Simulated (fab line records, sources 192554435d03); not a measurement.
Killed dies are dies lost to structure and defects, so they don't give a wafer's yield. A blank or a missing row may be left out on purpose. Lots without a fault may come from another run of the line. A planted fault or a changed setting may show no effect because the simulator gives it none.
Split-lot experiment | flow n5_finfet | 7 lots, 21 wafers read, on a route of 1938 steps

THE SPLIT
At N5_BEOL_M1_ETCH_70 (etches SOC in N2/H2, target depth 80 nm, overetch 16 nm, time 120 s), the setting bias_w was moved away from the recipe's 150 W on 6 of the 21 wafers read, by -15.5% to +17.1%. The other wafers ran this setting at the recipe's value.

The reading is taken at the split's own step.

THE READING
rf_vpp_V, in V, at N5_BEOL_M1_ETCH_70 (etches SOC in N2/H2, target depth 80 nm, overetch 16 nm, time 120 s). Fault-free wafers of this fab line usually give 523.3 V, standard deviation 2.3 V.

wafer  | tool, chamber at the split | bias_w as run, W | against the recipe | rf_vpp_V, V | against lot-mates on the recipe
L074.2 | rie_diel-02, 2             | 150              | recipe             | 523.9       | -
L074.3 | rie_diel-02, 1             | 150              | recipe             | 527.6       | -
L074.4 | rie_diel-02, 3             | 150              | recipe             | 521.0       | -
L075.4 | rie_diel-05, 1             | 140.7            | -6.2%              | 498.9       | -20.6
L075.5 | rie_diel-05, 0             | 140.7            | -6.2%              | 505.9       | -13.6
L075.6 | rie_diel-05, 1             | 150              | recipe             | 519.5       | -
L078.1 | rie_diel-05, 2             | 175.7            | +17.1%             | 578.6       | +52.1
L078.2 | rie_diel-05, 0             | 150              | recipe             | 526.7       | -
L078.5 | rie_diel-05, 0             | 150              | recipe             | 526.2       | -
L080.2 | rie_diel-05, 3             | 150              | recipe             | 521.8       | -
L080.5 | rie_diel-05, 2             | 150              | recipe             | 522.9       | -
L080.6 | rie_diel-05, 1             | 166.1            | +10.7%             | 554.7       | +32.4
L086.2 | rie_diel-02, 2             | 150              | recipe             | 523.3       | -
L086.3 | rie_diel-02, 0             | 150              | recipe             | 523.9       | -
L086.5 | rie_diel-02, 2             | 150              | recipe             | 523.1       | -
L092.1 | rie_diel-06, 0             | 150              | recipe             | 526.4       | -
L092.5 | rie_diel-06, 3             | 150              | recipe             | 525.8       | -
L092.6 | rie_diel-06, 2             | 126.8            | -15.5%             | 469.0       | -57.1
L093.1 | rie_diel-05, 1             | 150              | recipe             | 521.0       | -
L093.2 | rie_diel-05, 0             | 150              | recipe             | 524.5       | -
L093.6 | rie_diel-05, 0             | 159.7            | +6.5%              | 546.9       | +24.1

THE FIT
A straight line over all 21 wafers: rf_vpp_V changes by +3.31 V for each +1% of bias_w; r = +0.99; the points scatter about the line by 2.7 V.
The same after taking each lot's own level away (the mean of its wafers on the recipe; 21 wafers): +3.25 V for each +1%; r = +0.99; scatter 2.8 V.
On that fit, the largest move of bias_w shifts the reading by 56 V.
The lots' own levels span 519.50 to 526.45 V, that is 3.0 times the standard deviation above.
So the lot-to-lot level changes the slope little: the two slopes agree.
Check: with one of the wafers moved furthest among these (+17.1%) left out of the fit, the line predicts +58 V for it against its lot-mates. It came out at +52.1 V against them.
Tool readings at the split's step, against how far the setting was moved: rf_vpp_V r = +0.99.

OTHER SPLITS ON THESE WAFERS
These wafers also went through other splits before the reading. Each is held against what the fit with the lots' levels taken away leaves over:
other split on the same wafers    | wafers away from the commonest value | r with rf_vpp_V (lot level and that fit taken away)
N5_BEOL_M0_SAQP_EXPOSE_37 dose_mj | 5                                    | +0.08
N5_BEOL_M1_EXPOSE_25 dose_mj      | 7                                    | -0.50

THE WHOLE CHAIN: every reading that the file lists as answering this split, in the file's order
step               | what it does                                                        | reading                                                                          | change (the file's fit)                | r (the file's)
N5_BEOL_M1_ETCH_70 | etches SOC in N2/H2, target depth 80 nm, overetch 16 nm, time 120 s | rf_vpp_V                                                                         | +3.28 V for each +1% of the setting    | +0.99
N5_BEOL_M1_ETCH_70 | etches SOC in N2/H2, target depth 80 nm, overetch 16 nm, time 120 s | SiARC_of_BEOL_M1_COAT_68.thk_nm (the simulator's own value, which no gauge read) | -0.0587 nm for each +1% of the setting | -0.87

THE FILE'S OWN FIT
rf_vpp_V changes by +3.28 V for each +1% of bias_w, r = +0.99.
